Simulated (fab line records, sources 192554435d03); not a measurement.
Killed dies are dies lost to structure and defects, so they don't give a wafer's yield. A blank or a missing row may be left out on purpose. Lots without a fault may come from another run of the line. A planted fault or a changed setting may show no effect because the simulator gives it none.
Split-lot experiment | flow n5_finfet | 7 lots, 39 wafers read, on a route of 1938 steps

THE SPLIT
At N5_MOL_CONTACT_COAG_ALD_123 (deposits SiNx, target thk 5 nm, pulse time 1 s, purge time 2 s), the setting ald_cycles was moved away from the recipe's 100 on 9 of the 39 wafers read, by -11.0% to +13.0%. The other wafers ran this setting at the recipe's value.

FROM THE SPLIT TO THE READING: what the file shows between them, 4 steps
- N5_MOL_CONTACT_COAG_PECVD_31: deposits SiO2 from TEOS/O2, target thk 46 nm, time 8.9 s
- N5_MOL_CONTACT_COAG_COAT_75: time 60 s, resist thk 60 nm
- N5_MOL_CONTACT_COAG_STRIP_120: strips in CHF3
- N5_MOL_CONTACT_COAG_VIA_ETCH_117: etches SiO2 in C4F6/O2, target depth 40 nm, overetch 8 nm, time 26 s

THE READING
etch.depth_nm (the simulator's own value, which no gauge read), in nm, at N5_MOL_CONTACT_COAG_ETCH_124 (etches SiNx in CH3F/O2, stops on SiOC, target depth 6.5 nm). The file gives no usual value for it. The 30 wafers here that ran the recipe average 4.999 nm, standard deviation 0.023 nm.

wafer  | tool, chamber at the split | ald_cycles as run | against the recipe | etch.depth_nm, nm | against lot-mates on the recipe
L075.1 | ald_sin-01, 3,3,2          | 100               | recipe             | 4.938             | -
L075.2 | ald_sin-01, 0,1,2          | 89                | -11.0%             | 4.426             | -0.531
L075.3 | ald_sin-01, 0,1,2          | 89                | -11.0%             | 4.431             | -0.526
L075.4 | ald_sin-01, 0,1,2          | 89                | -11.0%             | 4.444             | -0.513
L075.5 | ald_sin-01, 3,3,2          | 100               | recipe             | 4.956             | -
L075.6 | ald_sin-01, 3,3,2          | 100               | recipe             | 4.978             | -
L084.1 | ald_sin-02, 2,1,0,3,2,3    | 100               | recipe             | 5.022             | -
L084.2 | ald_sin-02, 2,1,0,3,2,3    | 100               | recipe             | 4.97              | -
L084.3 | ald_sin-02, 2,1,0,3,2,3    | 100               | recipe             | 5                 | -
L084.4 | ald_sin-02, 2,1,0,3,2,3    | 100               | recipe             | 4.985             | -
L084.5 | ald_sin-02, 2,1,0,3,2,3    | 100               | recipe             | 5.015             | -
L084.6 | ald_sin-02, 2,1,0,3,2,3    | 100               | recipe             | 5.01              | -
L083.1 | ald_sin-02, 1,2,3          | 112               | +12.0%             | 5.598             | +0.581
L083.2 | ald_sin-02, 0,3,0          | 100               | recipe             | 5.046             | -
L083.3 | ald_sin-02, 0,3,0          | 100               | recipe             | 4.991             | -
L083.4 | ald_sin-02, 1,2,3          | 112               | +12.0%             | 5.627             | +0.610
L083.5 | ald_sin-02, 0,3,0          | 100               | recipe             | 5.014             | -
L083.6 | ald_sin-02, 1,2,3          | 112               | +12.0%             | 5.612             | +0.595
L086.1 | ald_sin-01, 1,3,2          | 100               | recipe             | 4.983             | -
L086.2 | ald_sin-01, 1,3,2          | 100               | recipe             | 4.972             | -
L086.4 | ald_sin-01, 1,3,2          | 100               | recipe             | 5.031             | -
L092.1 | ald_sin-01, 3,0,2,3,2,0    | 100               | recipe             | 5.032             | -
L092.2 | ald_sin-01, 3,0,2,3,2,0    | 100               | recipe             | 5.029             | -
L092.3 | ald_sin-01, 3,0,2,3,2,0    | 100               | recipe             | 5.006             | -
L092.4 | ald_sin-01, 3,0,2,3,2,0    | 100               | recipe             | 4.988             | -
L092.5 | ald_sin-01, 3,0,2,3,2,0    | 100               | recipe             | 4.999             | -
L092.6 | ald_sin-01, 3,0,2,3,2,0    | 100               | recipe             | 5.015             | -
L094.1 | ald_sin-02, 3,1,2          | 100               | recipe             | 5.009             | -
L094.2 | ald_sin-02, 0,1,2          | 113               | +13.0%             | 5.645             | +0.645
L094.3 | ald_sin-02, 0,1,2          | 113               | +13.0%             | 5.649             | +0.649
L094.4 | ald_sin-02, 0,1,2          | 113               | +13.0%             | 5.668             | +0.668
L094.5 | ald_sin-02, 3,1,2          | 100               | recipe             | 5.003             | -
L094.6 | ald_sin-02, 3,1,2          | 100               | recipe             | 4.988             | -
L097.1 | ald_sin-02, 2,1,3,0,1,0    | 100               | recipe             | 4.986             | -
L097.2 | ald_sin-02, 2,1,3,0,1,0    | 100               | recipe             | 5.009             | -
L097.3 | ald_sin-02, 2,1,3,0,1,0    | 100               | recipe             | 5.015             | -
L097.4 | ald_sin-02, 2,1,3,0,1,0    | 100               | recipe             | 5.002             | -
L097.5 | ald_sin-02, 2,1,3,0,1,0    | 100               | recipe             | 4.988             | -
L097.6 | ald_sin-02, 2,1,3,0,1,0    | 100               | recipe             | 5                 | -
Where a row lists several chambers, the file gives one row for several wafers and doesn't say which wafer went through which chamber.

THE FIT
A straight line over all 39 wafers: etch.depth_nm changes by +0.0509 nm for each +1% of ald_cycles; r = +1.00; the points scatter about the line by 0.021 nm.
The same after taking each lot's own level away (the mean of its wafers on the recipe; 39 wafers): +0.0492 nm for each +1%; r = +1.00; scatter 0.017 nm.
On that fit, the largest move of ald_cycles shifts the reading by 0.64 nm.
The lots' own levels span 4.9573 to 5.0170 nm, that is 2.6 times the standard deviation above.
So the lot-to-lot level changes the slope little: the two slopes agree.
Check: with one of the wafers moved furthest among these (+13.0%) left out of the fit, the line predicts +0.642 nm for it against its lot-mates. It came out at +0.645 nm against them.

OTHER SPLITS ON THESE WAFERS
These wafers also went through other splits before the reading. Each is held against what the fit with the lots' levels taken away leaves over:
other split on the same wafers       | wafers away from the commonest value | r with etch.depth_nm (lot level and that fit taken away)
N5_FIN_SAQP_EXPOSE_13 dose_mj        | 18                                   | +0.24
N5_FIN_SAQP_ETCH_52 source_w         | 9                                    | +0.01
N5_DUMMY_GATE_ETCH_32 time_s         | 15                                   | +0.12
N5_DUMMY_GATE_ETCH_44 target_depth_a | 15                                   | +0.03
N5_SD_EPI_P_EPI_21 dopant_conc_cm3   | 15                                   | +0.13

THE WHOLE CHAIN: every reading that the file lists as answering this split, in the file's order
step                         | what it does                                                   | reading                                                                                  | change (the file's fit)                | r (the file's)
N5_MOL_CONTACT_COAG_ALD_123  | deposits SiNx, target thk 5 nm, pulse time 1 s, purge time 2 s | SiNx_of_MOL_CONTACT_COAG_ALD_123.thk_nm (the simulator's own value, which no gauge read) | +0.0498 nm for each +1% of the setting | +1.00
N5_MOL_CONTACT_COAG_ETCH_124 | etches SiNx in CH3F/O2, stops on SiOC, target depth 6.5 nm     | etch.depth_nm (the simulator's own value, which no gauge read)                           | +0.0493 nm for each +1% of the setting | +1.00

THE FILE'S OWN FIT
etch.depth_nm changes by +0.0493 nm for each +1% of ald_cycles, r = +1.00.
